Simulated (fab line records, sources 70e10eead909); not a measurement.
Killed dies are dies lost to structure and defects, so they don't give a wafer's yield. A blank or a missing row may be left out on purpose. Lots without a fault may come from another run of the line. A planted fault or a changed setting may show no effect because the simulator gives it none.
fab line records | flow nand_harc | part 2 of 2: steps 5 to 6 of 6
record lots=23 wafers=69 last_day=24
route steps=1159 shown A_STAIRCASE@618 A_SGD_CUT@763
lots that met no fault: from a run of the same line without faults
start_h: hours from the record's first day to the start of the lot's first wafer shown | wait_h: hours since the lot's step before | " the same as in the row above | L1.1+2: a row that stands for several wafers | - no value, or no start given | * or withheld: withheld | < > ~ a bound
route shown NAME@n: a module of which the file shows steps, and the number in the route of the first | usual: mean/standard deviation of fault-free wafers | same: alike in all rows | chamber/n: place in a boat | sites: the reading at each site | _std_site: their standard deviation | _edge_site: outer sites' mean less inner sites' | radius_mm: how far each site lies from the wafer's centre | mask NAME#n: copy n | behind: the tool/chamber that last shaped the wafer | hold: why the lot was held/for how many hours/how that ended | device: the transistor (n, p or np) that didn't switch | end of line: the same wafers' tests at the end of the route | a step without rows: its recipe alone | killed: dies lost to structure and defects at the first sort, not the wafer's yield | map: a wafer's dies, x killed, . not, _ none there
set.NAME: the setting as run; set.NAME@STEP: as run at that earlier step | model.NAME: the simulator's own value behind a step, which no gauge read
steps of the route over a sample of lots; a table a step, a row a wafer
services: from which hour (start_h, from the record's first day; less than 0 if before it) a tool's chamber was out of use, for how many hours, and why
## steps
# step NHARC_A_STAIRCASE_STRIP_316
# recipe o2_flow_sccm=500 ar_flow_sccm=0 bias_w=0 chemistry=O2
# usual drypump_motor_current_A=6.0/0.43 oes_product_au=0.996/0.0095 rf_vpp_V=57.7/0.8 showerhead_plenum_p_Torr=3.50/0.12 throttle_valve_pct=17.036/0.0094
# columns lot.wafer tool chamber start_h wait_h drypump_motor_current_A oes_product_au rf_hours_counter_h rf_vpp_V showerhead_plenum_p_Torr throttle_valve_pct
L074.1 rie_diel-08 1 - - 6.5 0.998 49 57.0 3.37 17.041
L074.4 " 2 " " 6.3 0.978 49 57.7 3.49 17.041
L074.5 " 3 " " 6.4 0.988 - 56.3 3.47 17.039
L075.4 rie_diel-09 2 - - 5.4 0.996 9 58.5 3.66 17.013
L075.2 " 3 " " 5.3 1.002 8 58.1 3.62 17.023
L075.6 " 2 " " 5.3 1.005 - 59.3 3.66 17.040
L078.1 rie_diel-09 0 - - 5.8 0.978 10 57.4 3.32 17.033
L078.2 " 1 " " 6.8 0.992 11 57.8 3.51 17.047
L078.6 " 2 " " 5.4 1.007 - 57.0 3.66 17.059
L076.3 rie_diel-08 3 - - 6.4 1.002 63 57.6 3.46 17.030
L076.4 " 2 " " 6.3 0.989 60 58.7 3.48 17.029
L076.5 " 3 " " 6.4 0.999 - 57.8 3.46 17.035
L077.4 rie_diel-09 1 - - 6.8 0.995 13 58.2 3.51 17.030
L077.5 " 0 " " 5.8 0.980 - 58.4 3.32 17.026
L077.6 " 1 " " 6.8 0.988 - 56.6 3.51 17.031
L081.2 rie_diel-08 2 - - 6.3 0.978 63 58.9 3.48 17.043
L081.3 " 3 " " 6.3 0.983 65 57.4 3.46 17.032
L081.5 " 3 " " 6.3 0.986 - 57.7 3.46 17.045
L080.1 rie_diel-13 0 - - 5.9 0.994 3 58.3 3.61 17.040
L080.2 " 2 " " 6.3 1.006 3 58.9 3.38 17.033
L080.6 " 0 " " 5.9 0.994 - 59.3 3.61 17.046
L079.2 rie_diel-13 0 - - 5.9 1.003 7 57.3 3.60 17.040
L079.4 " 1 " " 5.7 1.008 6 58.5 3.77 17.053
L079.6 " 1 " " 5.7 1.011 - 56.9 3.77 17.038
L082.3 rie_diel-13 0 - - 5.9 0.993 7 57.9 3.60 17.037
L082.1 " 2 " " 6.4 0.990 6 57.7 3.38 17.018
L082.6 " 0 " " 5.9 0.999 - 59.1 3.60 17.030
L083.3 rie_diel-09 3 - - 5.3 1.001 19 58.5 3.61 17.039
L083.1 " 1 " " 6.8 0.982 23 56.4 3.50 17.045
L083.5 " 2 " " 5.4 1.003 - 57.7 3.65 17.032
L086.4 rie_diel-08 0 - - 5.7 0.982 9 57.9 3.48 17.052
L086.2 " 2 " " 6.3 0.992 9 56.6 3.48 17.021
L086.5 " 3 " " 6.4 0.986 - 58.6 3.45 17.045
L084.4 rie_diel-08 0 - - 5.6 0.990 9 56.5 3.48 17.040
L084.1 " 1 " " 6.5 0.982 9 58.1 3.35 17.041
L084.2 " 2 " " 6.3 0.996 10 58.2 3.48 17.032
L087.4 rie_diel-13 2 - - 6.4 1.004 18 58.4 3.37 17.028
L087.6 " 1 " " 5.7 1.005 - 58.6 3.76 17.034
L087.5 " 2 " " 6.3 1.011 - 58.0 3.37 17.037
L085.3 rie_diel-08 0 - - 5.7 0.980 14 57.2 3.48 17.042
L085.1 " 2 " " 6.3 0.999 14 57.4 3.47 17.038
L085.5 " 0 " " 5.7 0.989 - 57.9 3.48 17.043
L089.1 rie_diel-13 3 - - 5.4 1.007 25 58.5 3.49 17.040
L089.6 " 3 " " 5.4 0.996 - 57.6 3.49 17.023
L089.5 " 0 " " 5.9 0.998 - 58.3 3.59 17.031
L088.3 rie_diel-08 3 - - 6.4 0.997 19 58.7 3.45 17.032
L088.4 " 0 " " 5.7 0.990 18 56.7 3.48 17.049
L088.6 " 2 " " 6.3 0.986 - 57.3 3.47 17.041
L091.3 rie_diel-13 3 - - 5.4 1.012 28 58.3 3.49 17.035
L091.6 " 2 " " 6.3 1.006 - 58.4 3.37 17.038
L091.5 " 3 " " 5.4 0.997 - 58.1 3.49 17.024
L090.1 rie_diel-08 2 - - 6.3 1.005 21 58.6 3.47 17.027
L090.2 " 3 " " 6.4 0.998 20 57.9 3.45 17.017
L090.3 " 0 " " 5.7 0.998 19 58.2 3.48 17.019
L093.2 rie_diel-08 3 - - 6.4 0.994 20 56.4 3.45 17.025
L093.4 " 1 " " 6.5 0.999 20 57.5 3.35 17.041
L093.6 " 0 " " 5.7 0.997 - 57.7 3.48 17.047
L092.4 rie_diel-13 0 - - 5.9 1.007 31 58.1 3.59 17.041
L092.1 " 1 " " 5.7 0.998 30 56.8 3.76 17.051
L092.3 " 2 " " 6.3 1.002 29 57.8 3.36 17.033
L094.2 rie_diel-09 3 - - 5.3 1.005 42 57.8 3.60 17.028
L094.1 " 0 " " 5.8 0.976 41 57.1 3.30 17.023
L094.5 " 1 " " 6.8 0.984 - 57.2 3.49 17.038
L096.3 rie_diel-08 2 - - 6.3 1.011 27 58.3 3.47 17.033
L096.1 " 0 " " 5.7 0.994 25 57.4 3.47 17.057
L096.5 " 3 " " 6.4 1.007 - 58.0 3.44 17.041
L095.2 rie_diel-08 0 - - 5.7 0.993 25 58.0 3.47 17.048
L095.4 " 2 " " 6.3 0.994 27 58.8 3.47 17.029
L095.6 " 0 " " 5.7 0.990 - 57.7 3.47 17.030
# step NHARC_A_SGD_CUT_ETCH_59
# recipe target_depth_a=2600 over_etch_frac=0.25 time_s=406.25 ion_energy_ev=200 n2_flow_sccm=150 h2_flow_sccm=150 ar_flow_sccm=0 rf_w=400 bias_w=150 chemistry=N2/H2
# usual drypump_motor_current_A=5.6/0.46 oes_product_au=0.998/0.0092 rf_vpp_V=430.1/2.8 showerhead_plenum_p_Torr=2.03/0.099 throttle_valve_pct=14.171/0.0084
# same over_etch_frac=0.25 time_s=406.25
# columns lot.wafer tool chamber start_h wait_h drypump_motor_current_A oes_product_au rf_hours_counter_h rf_vpp_V showerhead_plenum_p_Torr throttle_valve_pct
L074.4 rie_diel-01 1 - - 5.4 1.001 17 427.7 1.94 14.170
L074.1 " 3 " " 6.3 0.988 18 431.8 2.08 14.175
L074.5 " 2 " " 5.6 0.997 - 428.2 1.91 14.185
L075.2 rie_diel-01 3 - - 6.2 1.004 1 431.3 2.08 14.183
L075.4 " 1 " " 5.3 0.977 - 428.2 1.94 14.160
L075.6 " 2 " " 5.6 1.001 - 425.4 1.91 14.172
L076.3 rie_diel-05 2 - - 6.5 0.997 10 428.5 1.97 14.169
L076.4 " 3 " " 6.0 1.005 10 433.5 2.13 14.165
L076.5 " 2 " " 6.5 0.993 - 429.9 1.97 14.180
L077.4 rie_diel-01 2 - - 5.6 0.993 1 426.4 1.91 14.169
L077.5 " 3 " " 6.2 0.999 - 430.4 2.08 14.181
L077.6 " 0 " " 5.6 1.006 - 430.2 1.99 14.159
L078.1 rie_diel-11 2 - - 5.3 0.988 13 434.2 2.17 14.189
L078.2 " 3 " " 5.0 0.991 12 435.1 2.19 14.163
L078.6 " 3 " " 5.0 0.995 - 435.1 2.19 14.169
L081.2 rie_diel-05 2 - - 6.5 0.986 10 428.7 1.97 14.169
L081.3 " 3 " " 5.9 1.006 10 434.8 2.13 14.154
L081.5 " 1 " " 5.2 0.992 - 432.8 2.10 14.162
L080.2 rie_diel-11 3 - - 5.0 0.993 13 433.7 2.19 14.180
L080.1 " 1 " " 6.0 1.015 12 426.1 1.89 14.170
L080.6 " 3 " " 5.0 1.001 - 433.1 2.19 14.190
L082.1 rie_diel-01 1 - - 5.3 0.986 5 427.1 1.94 14.169
L082.3 " 0 " " 5.6 0.992 3 429.0 1.99 14.168
L082.6 " 1 " " 5.4 0.987 - 427.8 1.94 14.170
L079.4 rie_diel-05 2 - - 6.5 0.992 1 429.2 1.97 14.179
L079.2 " 3 " " 5.9 0.994 1 432.7 2.13 14.170
L079.6 " 2 " " 6.4 1.005 - 429.1 1.97 14.180
L083.3 rie_diel-05 1 - - 5.1 0.996 2 432.8 2.10 14.163
L083.1 " 2 " " 6.4 0.987 2 427.8 1.97 14.169
L083.5 " 0 " " 5.3 1.022 - 430.6 2.06 14.178
L084.1 rie_diel-11 2 - - 5.2 1.008 0 434.5 2.17 14.166
L084.4 " 3 " " 5.0 1.011 0 435.5 2.19 14.173
L084.2 " 0 " " 6.2 1.000 0 425.8 1.92 14.189
L086.2 rie_diel-05 2 - - 6.4 0.989 3 427.3 1.97 14.181
L086.4 " 1 " " 5.2 0.992 3 432.3 2.10 14.172
L086.5 " 3 " " 6.0 0.987 - 432.9 2.13 14.171
L087.4 rie_diel-11 0 - - 6.2 1.002 1 426.4 1.92 14.166
L087.5 " 1 " " 6.0 1.013 - 426.0 1.89 14.158
L087.6 " 2 " " 5.2 1.005 - 434.5 2.17 14.165
L085.3 rie_diel-05 2 - - 6.5 0.996 3 427.9 1.97 14.170
L085.1 " 3 " " 6.0 1.001 3 432.2 2.13 14.174
L085.5 " 3 " " 6.0 1.000 - 433.6 2.13 14.185
L089.1 rie_diel-01 2 - - 5.6 0.995 9 428.2 1.90 14.163
L089.6 " 1 " " 5.3 0.990 - 427.4 1.94 14.165
L089.5 " 2 " " 5.6 0.995 - 427.0 1.91 14.170
L091.3 rie_diel-01 0 - - 5.6 1.005 7 429.1 1.99 14.166
L091.6 " 0 " " 5.6 0.996 - 430.1 1.99 14.170
L091.5 " 1 " " 5.3 0.994 - 427.6 1.94 14.169
L088.4 rie_diel-11 0 - - 6.2 0.988 3 427.9 1.92 14.179
L088.3 " 1 " " 6.0 0.999 3 427.7 1.89 14.187
L088.6 " 2 " " 5.2 0.986 - 433.5 2.17 14.162
L090.3 rie_diel-05 2 - - 6.4 1.003 4 428.5 1.97 14.169
L090.2 " 3 " " 5.9 1.013 4 433.2 2.13 14.174
L090.1 " 1 " " 5.1 0.987 4 431.7 2.10 14.175
L093.2 rie_diel-01 1 - - 5.3 0.993 10 427.8 1.94 14.164
L093.4 " 3 " " 6.3 1.006 6 430.0 2.07 14.165
L093.6 " 1 " " 5.3 0.998 - 427.7 1.94 14.176
L092.3 rie_diel-11 1 - - 6.0 1.008 3 426.3 1.89 14.174
L092.1 " 2 " " 5.3 1.017 3 434.5 2.17 14.166
L092.4 " 3 " " 5.0 0.998 3 433.8 2.19 14.174
L094.2 rie_diel-05 0 - - 5.3 1.010 4 432.0 2.06 14.162
L094.1 " 3 " " 5.9 1.002 4 432.3 2.13 14.173
L094.5 " 1 " " 5.2 0.991 - 432.6 2.10 14.153
L096.3 rie_diel-01 1 - - 5.4 0.987 12 427.4 1.94 14.173
L096.1 " 3 " " 6.3 0.998 7 431.1 2.07 14.163
L096.5 " 1 " " 5.3 0.995 - 426.8 1.94 14.168
L095.2 rie_diel-05 1 - - 5.2 0.989 5 430.8 2.10 14.176
L095.4 " 0 " " 5.3 1.013 5 431.1 2.06 14.178
L095.6 " 2 " " 6.5 0.999 - 428.6 1.97 14.163
## services
# columns tool chamber start_h hours kind
rie_diel-05 3 223.78 5.4 repair
acl_dep-03 - 225.66 13.0 pm
rie_diel-13 1 232.74 8.7 repair
rie_diel-09 - 238.48 0.9 repair
rie_diel-08 1 243.07 5.1 repair
rie_diel-09 - 254.16 9.0 pm
rie_diel-13 0 261.74 9.7 repair
rie_diel-05 2 262.83 8.4 repair
rie_diel-08 - 272.88 0.7 repair
rie_diel-08 0 275.11 3.0 repair
rie_diel-13 - 276.05 9.0 pm
rie_diel-05 3 277.07 8.3 repair
rie_diel-09 3 280.83 3.4 repair
rie_diel-13 - 296.68 1.2 repair
rie_diel-08 - 302.89 9.0 pm
rie_diel-09 0 305.02 1.4 repair
rie_diel-05 2 313.88 9.6 repair
rie_diel-01 - 314.80 9.0 pm
rie_diel-01 0 332.69 2.6 repair
rie_diel-05 - 340.60 9.0 pm
rie_diel-01 1 342.34 2.6 repair
rie_diel-01 3 342.38 15.7 repair
rie_diel-08 0 397.27 2.3 repair
acl_dep-03 - 407.81 13.0 pm
